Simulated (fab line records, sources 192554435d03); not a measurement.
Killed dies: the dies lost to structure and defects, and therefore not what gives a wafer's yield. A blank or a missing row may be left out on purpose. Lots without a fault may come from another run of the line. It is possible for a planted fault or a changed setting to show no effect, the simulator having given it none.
8D (eight disciplines) problem report, filled in by code	flow n5_finfet	the parts of the form that need people (team, actions taken, sign-off) are left out

## 1. THE PROBLEM
At N5_PASSIVATION_PROBE_49, killed_at_M4_up averages 1097 over 6 wafers from 2 lots, while fault-free wafers read 13, standard deviation 4.4. So: +99 or more standard deviations from the usual mean.
First observed at day 17 19:14: wafer L183.2, on prober-01. The record holds 18 wafers of 6 lots with a number at this step. Rule for "out" (also "out of limits"): further than 4 standard deviations from the usual mean. All remaining wafers that have a number are taken as sound.

## 2. WHAT IT IS; WHAT IT IS NOT
question	is	is not
which readings at this step	killed_at_M4_up, defect_limited_yield, killed_dies, killed_on_rim, sort_n_pass, sort_yield_pct	killed_at_contacts, killed_at_front_end, killed_at_other, killed_open, killed_short, sort_bin_5_function, sort_bin_6_memory
which lots	L181, L183	L175, L177, L180, L191
which wafers of those lots	all that have a number	-
read on which tools	prober-01	prober-02
when	from day 17 19:14	up to then (6 sound wafers); but 6 sound wafers of L177, L191 came after

## 3. WHAT RULES OUT EACH SUSPECT
Counting: any tool at a process step up to the reading is kept as a suspect provided that every lot that is out went through it and no sound lot did after the first of them.
- ald_metal-04 at N5_BEOL_M7_ALD_77 (deposits TaN, target thk 2 nm, pulse time 2 s, purge time 3 s): ruled out as a lasting fault. The sound lots L177, L191 went through it after L183, its earliest lot that is out (day 14 14:11).
- cmp-04 at N5_BEOL_M7_CMP_52 (polishes, stops on SiCOH lowk, t overpolish 6.9 s, target thk 80 nm): kept. All lots that are out passed through it, beginning with L183 at day 14 15:44, and no sound lot followed; its final sound lot before that point was L180 at day 14 07:44.
- prober-01 at N5_PASSIVATION_PROBE_49: kept. All lots that are out passed through it, beginning with L183 at day 17 19:14, and no sound lot followed; its final sound lot before that point was L180 at day 17 05:58. Its own readings are out on those wafers: defect_limited_yield, killed_at_M4_up, killed_dies, killed_on_rim, sort_n_pass, sort_yield_pct.
Left after counting: cmp-04 at N5_BEOL_M7_CMP_52, prober-01 at N5_PASSIVATION_PROBE_49.

## 4. THE CAUSE (what the simulator had put in)
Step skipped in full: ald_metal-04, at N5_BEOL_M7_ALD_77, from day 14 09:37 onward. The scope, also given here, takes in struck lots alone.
It was ruled out by counting, in error; the rule expects a fault to strike all lots run on its tool from its start on, and this fault did not.

## 5. THE CHAIN OF EFFECTS, in route order
Each row: a reading whose mean over the struck wafers that have a number lies more than 3 standard deviations from the usual. Only readings whose record carries a usual standard deviation are examined. hours: median over the lots of the time between each lot's start at the first step of this table that gives one and its start at this step. sigmas: the change, counted in usual standard deviations.
hours	step	reading	usual	on struck wafers	change	sigmas
0	N5_BEOL_M7_CMP_52	barrier_field_endpoint_s	28.8 s	26.5	-2.3	-3.4
79	N5_PASSIVATION_PROBE_49	defect_limited_yield	91.6 %	0.0	-91.6	-57
79	N5_PASSIVATION_PROBE_49	killed_at_M4_up	13	1097	+1084	+99 or more
79	N5_PASSIVATION_PROBE_49	killed_dies	99	1180	+1081	+60
79	N5_PASSIVATION_PROBE_49	killed_on_rim	13	152	+139	+36
79	N5_PASSIVATION_PROBE_49	sort_n_pass	1081	0	-1081	-60
79	N5_PASSIVATION_PROBE_49	sort_yield_pct	91.6 %	0.0	-91.6	-57
Its process steps:
- N5_BEOL_M7_CMP_52: polishes, stops on SiCOH lowk, t overpolish 6.9 s, target thk 80 nm.
- N5_PASSIVATION_PROBE_49
Readings that are blank on the struck wafers while sound wafers have them: chamber_pressure_Torr at N5_BEOL_M7_ALD_77; heater_power_w at N5_BEOL_M7_ALD_77; mfc_carrier_sccm at N5_BEOL_M7_ALD_77; precursor_vessel_temp_c at N5_BEOL_M7_ALD_77.

## 6. WHAT WOULD HAVE CAUGHT IT SOONER
The fault began at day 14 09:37; the first out-of-limits reading in this record came at day 17 19:14, 82 hours later.
At N5_BEOL_M7_ALD_77 the tool's readings are blank on the struck wafers, where sound wafers have them: an empty tool record is the first sign, and it was there at once.
